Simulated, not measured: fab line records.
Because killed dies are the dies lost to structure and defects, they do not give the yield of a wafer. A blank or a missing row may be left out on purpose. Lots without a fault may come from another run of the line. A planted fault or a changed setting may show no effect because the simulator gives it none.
Matching of chambers ; flow n5-finfet ; N5_HKMG_FIN_ALD_74 on ald-hk-02 has 4 sister chambers
The step deposits La2O3, target thk 0.5 nm, pulse time 6 s, co reactant pulse time 1 s. 16 wafers are shown with their chamber, then 8 later ones without.

== WAFERS, EACH WITH ITS CHAMBER ==
wafer;chamber;heater-power-w (W);precursor-pulse-height-rel
L074.2;3;356;0.997
L074.3;1;336;0.977
L074.5;3;355;0.990
L078.3;3;358;0.981
L078.5;0;349;0.986
L078.6;1;332;0.983
L080.2;3;365;0.980
L080.3;1;338;1.012
L080.6;1;336;1.018
L081.1;1;343;0.989
L081.4;2;326;0.992
L081.6;1;340;1.001
L089.1;3;356;0.984
L089.2;1;336;1.012
L089.5;0;362;1.004
L091.1;0;361;1.071

SIGNATURES, as means of the wafers listed above
reading;chamber 0;chamber 1;chamber 2;chamber 3;scatter within a chamber
heater-power-w;357.33;337.29;326.00;358.00;4.51
precursor-pulse-height-rel;1.02033;0.99886;0.99200;0.98640;0.0219
Rule: a wafer's distance from a chamber is the root of the sum, over the readings, of the square of ((its reading less the chamber's mean) divided by the reading's scatter). The wafer belongs to the nearest chamber; if the next one is less than 2 further off, it can't be placed. How the scatter is found: for the shown wafers, subtract from each reading the mean of its chamber, square and add these, divide the total by (wafers less chambers), then take the root.

== WAFERS WHOSE CHAMBER IS MISSING ==
wafer;heater-power-w (W);precursor-pulse-height-rel
L091.2;360;1.007
L091.5;339;1.005
L092.1;335;0.973
L092.2;348;1.008
L092.3;322;0.976
L096.2;316;0.947
L096.3;341;1.020
L096.6;360;0.993

== CHAMBER TAKEN BY EACH ==
wafer;from the rows above;in truth
L091.2;can't be placed: 0 or 3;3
L091.5;1;1
L092.1;can't be placed: 1 or 2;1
L092.2;can't be placed: 0 or 1 or 3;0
L092.3;2;2
L096.2;2;2
L096.3;1;1
L096.6;can't be placed: 3 or 0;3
Correct placement for 4 of the 8. Unplaceable from these rows: 4, with the true chamber sitting among the candidates in 4. Number placed wrongly: 0.
